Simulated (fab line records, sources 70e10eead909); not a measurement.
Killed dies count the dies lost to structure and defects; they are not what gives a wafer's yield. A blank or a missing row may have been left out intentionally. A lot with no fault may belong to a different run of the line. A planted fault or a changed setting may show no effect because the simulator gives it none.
What tool caused it? ; flow nand-harc ; 39 wafers from 13 lots sampled at 5 of the route's 1159 steps

## WHAT THE GAUGES SHOWED, per wafer
NHARC_HYBRID_BOND_OVL_MEAS_05. Usual: overlay-x-nm 1 nm, standard deviation 31; overlay-y-nm -2 nm, standard deviation 40.
lot;measured;on;overlay-x-nm (nm);overlay-y-nm (nm);flag
L478;day 18 07:05;overlay-01;-25 21 -30;-18 -60 33;
L481;day 18 14:11;overlay-01;7 8 22;24 -18 -6;
L480;day 18 14:13;overlay-02;-28 6 2;108 36 -3;
L482;day 19 08:11;overlay-02;-20 -31 -15;23 -72 76;
L487;day 20 16:02;overlay-01;-8 26 -36;-19 12 55;
L486;day 20 16:02;overlay-02;43 19 68;-22 50 -27;
L489;day 21 02:15;overlay-02;35 -2 -18;-11 58 5;
L496;day 22 13:46;overlay-01;44 63 4;-14 9 -89;
L493;day 22 20:11;overlay-02;25 -56 40;-21 -10 -39;
L498;day 23 14:08;overlay-01;15 32 -2;-37 -54 -23;
L499;day 23 14:09;overlay-02;15 -2 -19;-13 35 17;
L500;day 24 02:41;overlay-01;2 -6 1;-8 -8 74;
L501;day 24 13:33;overlay-01;38 59 -25;51 -22 20;

NHARC_END_SORT_01. Usual: defect-limited-yield 95.5 %, standard deviation 1.6; killed-at-array 27, standard deviation 11; killed-at-other 0.8, standard deviation 1.1; killed-at-periphery 2.8, standard deviation 1.9; killed-dies 30, standard deviation 11; killed-open 3.3, standard deviation 1.8; killed-short 2.3, standard deviation 1.5; sort_bin_2_pct 1.4 %, standard deviation 0.68; sort_bin_3_pct 0.27 %, standard deviation 0.22; sort_bin_4_pct 2.8 %, standard deviation 0.99; sort-n-pass 647, standard deviation 11; sort-rim-yield-pct 94.3 %, standard deviation 2.9; sort-yield-pct 95.5 %, standard deviation 1.6.
lot;measured;on;defect-limited-yield (%);killed-at-array;killed-at-other;killed-at-periphery;killed-dies;killed-open;killed-short;sort_bin_2_pct (%);sort_bin_3_pct (%);sort_bin_4_pct (%);sort-n-pass;sort-rim-yield-pct (%);sort-yield-pct (%);flag
L480;day 19 20:52;prober-01;96.5 95.7 97.3;15 23 13;3 2 0;6 4 5;24 29 18;4 4 6;4 3 0;0.7 1.8 0.6;0.44 0 0.15;2.4 2.5 1.9;653 648 659;96.2 100.0 96.2;96.5 95.7 97.3;
L482;day 20 04:55;prober-02;92.2 96.2 96.6;49 23 19;0 0 0;4 3 4;53 26 23;4 2 1;5 6 2;2.4 1.3 0.4;0.89 0.15 0.15;4.6 2.4 2.8;624 651 654;95.3 90.6 90.6;92.2 96.2 96.6;
L487;day 21 09:44;prober-01;97.6 30.9 33.7;14 468 447;0 0 0;2 0 2;16 468 449;2 4 2;2 2 3;0.9 25.3 24.2;0.44 4.58 6.35;1.0 39.3 35.7;661 209 228;96.2 39.6 32.1;97.6 30.9 33.7;OFF
L486;day 21 09:46;prober-02;92.3 28.1 93.8;44 482 39;4 2 1;4 3 2;52 487 42;4 3 3;3 4 2;1.8 28.7 2.2;0.44 4.73 0.15;5.5 38.6 3.8;625 190 635;96.2 30.2 95.3;92.3 28.1 93.8;OFF
L489;day 21 23:27;prober-01;29.7 97.9 96.6;474 13 18;0 0 0;2 1 5;476 14 23;4 2 5;2 1 3;28.7 0.6 1.2;5.47 0.30 0.30;36.2 1.2 1.9;201 663 654;34.0 94.3 90.6;29.7 97.9 96.6;OFF
L496;day 23 09:34;prober-02;92.8 93.2 92.3;42 38 46;2 3 3;5 5 3;49 46 52;7 5 4;1 3 2;2.5 2.2 2.7;0.59 0.30 0.30;4.1 4.3 4.7;628 631 625;88.7 92.5 89.6;92.8 93.2 92.3;
L493;day 23 16:30;prober-01;95.7 95.0 97.2;28 30 18;0 0 0;1 4 1;29 34 19;4 3 1;3 2 1;1.3 1.0 0.7;0 0.30 0.15;3.0 3.7 1.9;648 643 658;91.5 96.2 91.5;95.7 95.0 97.2;
L499;day 24 11:28;prober-02;95.0 93.2 96.6;28 43 19;1 1 0;5 2 4;34 46 23;4 4 5;2 4 1;1.2 2.4 1.8;0.59 0.74 0.15;3.2 3.7 1.5;643 631 654;97.2 98.1 93.4;95.0 93.2 96.6;
L500;day 24 21:17;prober-01;92.2 91.9 92.9;50 53 46;0 0 0;3 2 2;53 55 48;6 2 5;2 1 3;2.8 2.1 2.8;0.44 0.74 0.30;4.6 5.3 4.0;624 622 629;91.5 98.1 92.5;92.2 91.9 92.9;

## EACH LOT AND THE TOOL THAT RAN IT (in order: tool; ch and the chambers of the sampled wafers; start)
lot;NHARC_A_M0_ECD_22;NHARC_A_BONDPAD_CMP_19;NHARC_THIN_TSV_STRIP_56
L478;ecd-cu-01 ch 0,1, day 17 09:21;cmp-04 ch 1,2, day 17 19:04;plasma-asher-02 ch 0,1, day 18 17:59
L481;ecd-cu-01 ch 0,1, day 17 17:31;cmp-01 ch 0,1,3, day 18 03:45;plasma-asher-02 ch 0,1, day 18 23:51
L480;ecd-cu-01 ch 0,1, day 17 20:52;cmp-04 ch 1,2,3, day 18 06:50;plasma-asher-02 ch 0,1, day 19 00:47
L482;ecd-cu-01 ch 0,1, day 18 10:13;cmp-03 ch 1,3, day 18 20:35;plasma-asher-02 ch 0,1, day 19 17:16
L487;ecd-cu-02 ch 0,1, day 19 19:31;cmp-04 ch 0,3, day 20 05:53;plasma-asher-01 ch 0,1, day 21 02:30
L486;ecd-cu-02 ch 0,1, day 19 20:23;cmp-03 ch 0,2,3, day 20 06:20;plasma-asher-02 ch 0,1, day 21 01:29
L489;ecd-cu-02 ch 0,1, day 20 06:14;cmp-01 ch 0,1,3, day 20 17:09;plasma-asher-02 ch 0,1, day 21 12:04
L496;ecd-cu-01 ch 0,1, day 21 17:37;cmp-01 ch 0,1,3, day 22 03:12;plasma-asher-02 ch 0,1, day 23 01:12
L493;ecd-cu-01 ch 0,1, day 22 00:05;cmp-01 ch 1,2,3, day 22 09:55;plasma-asher-01 ch 0,1, day 23 05:34
L498;ecd-cu-02 ch 0,1, day 22 18:16;cmp-01 ch 0,1,2, day 23 03:52;plasma-asher-02 ch 0,1, day 24 00:14
L499;ecd-cu-02 ch 0,1, day 22 18:52;cmp-01 ch 0,2,3, day 23 05:18;plasma-asher-01 ch 0,1, day 24 00:39
L500;ecd-cu-01 ch 1, day 23 06:26;cmp-01 ch 0,1,2, day 23 16:30;plasma-asher-02 ch 0,1, day 24 12:25
L501;ecd-cu-02 ch 0,1, day 23 17:36;cmp-04 ch 0,1,3, day 24 03:19;plasma-asher-02 ch 0,1, day 25 00:19
- NHARC_A_M0_ECD_22: material Cu, target thk 400 nm.
- NHARC_A_BONDPAD_CMP_19: polishes, t overpolish 30 s, cu recess touch 16 s, target thk 169.8 nm.
- NHARC_THIN_TSV_STRIP_56: strips in O2.

## WHAT THE TOOLS THEMSELVES READ (means of the sampled wafers that have a number; where no wafer has one, the mark that the record gives instead)
NHARC_A_M0_ECD_22. Usual: bath-heat-duty-pct 6.5 %, standard deviation 0.83; bath-temp-c 24.99 C, standard deviation 0.1.
lot;tool;bath-heat-duty-pct (%);bath-temp-c (C);flag
L478;ecd-cu-01;7.0;25.14;
L481;ecd-cu-01;6.8;24.96;
L480;ecd-cu-01;6.6;25.13;
L482;ecd-cu-01;7.0;25.05;
L487;ecd-cu-02;6.7;24.97;
L486;ecd-cu-02;5.8;25.05;
L489;ecd-cu-02;5.8;25.10;
L496;ecd-cu-01;6.8;24.94;
L493;ecd-cu-01;6.9;25.03;
L498;ecd-cu-02;6.5;24.92;
L499;ecd-cu-02;6.4;24.92;
L500;ecd-cu-01;7.5;25.05;
L501;ecd-cu-02;5.6;24.91;

NHARC_A_BONDPAD_CMP_19. Usual: motor-current-A 12.2 A, standard deviation 1.2; overpolish-run-s 30.000 s, standard deviation 0.0095.
lot;tool;motor-current-A (A);overpolish-run-s (s);flag
L478;cmp-04;11.5;30.008;
L481;cmp-01;12.5;30.008;
L480;cmp-04;10.9;30.010;
L482;cmp-03;12.9;29.998;
L487;cmp-04;12.2;30.003;
L486;cmp-03;12.1;29.997;
L489;cmp-01;12.2;30.002;
L496;cmp-01;12.2;29.999;
L493;cmp-01;12.6;29.996;
L498;cmp-01;11.7;29.999;
L499;cmp-01;13.1;29.995;
L500;cmp-01;11.5;29.992;
L501;cmp-04;11.8;29.996;

NHARC_THIN_TSV_STRIP_56. Usual: drypump-motor-current-A 5.4 A, standard deviation 0.35; heater-power-w 323 W, standard deviation 31.
lot;tool;drypump-motor-current-A (A);heater-power-w (W);flag
L478;plasma-asher-02;5.8;336;
L481;plasma-asher-02;5.8;333;
L480;plasma-asher-02;5.8;337;
L482;plasma-asher-02;5.8;335;
L487;plasma-asher-01;5.1;325;
L486;plasma-asher-02;5.8;342;
L489;plasma-asher-02;5.8;340;
L496;plasma-asher-02;5.8;341;
L493;plasma-asher-01;5.1;303;
L498;plasma-asher-02;5.8;340;
L499;plasma-asher-01;5.1;314;
L500;plasma-asher-02;5.8;341;
L501;plasma-asher-02;5.8;345;

## THE ANSWER, worked out from the rows above alone
Rule: take the mean of a lot's wafers that have a number; if it is more than 3 standard deviations from the usual mean, the lot is off. Also off: a lot with no number at a reading for which 4 or more lots have one. The other lots that the step has rows for count as sound. After the gauges, taken in route order, come the tools' own readings; for these a lot's mean is taken, as printed above. At the first step where some lot is off, the reading lying furthest off is the one used; lots without a number count as furthest.
Off at NHARC_END_SORT_01 (defect-limited-yield): L487, L486, L489. Neither off nor sound, because the step has no rows for them: L478, L481, L498, L501.
A tool fits if, at a process step before that reading, it ran every lot that is off, and no sound lot after the first of them. The gauges at NHARC_END_SORT_01 are tried like those tools. No candidate that was tried fits.

## WHAT THE SIMULATOR HAD INSERTED
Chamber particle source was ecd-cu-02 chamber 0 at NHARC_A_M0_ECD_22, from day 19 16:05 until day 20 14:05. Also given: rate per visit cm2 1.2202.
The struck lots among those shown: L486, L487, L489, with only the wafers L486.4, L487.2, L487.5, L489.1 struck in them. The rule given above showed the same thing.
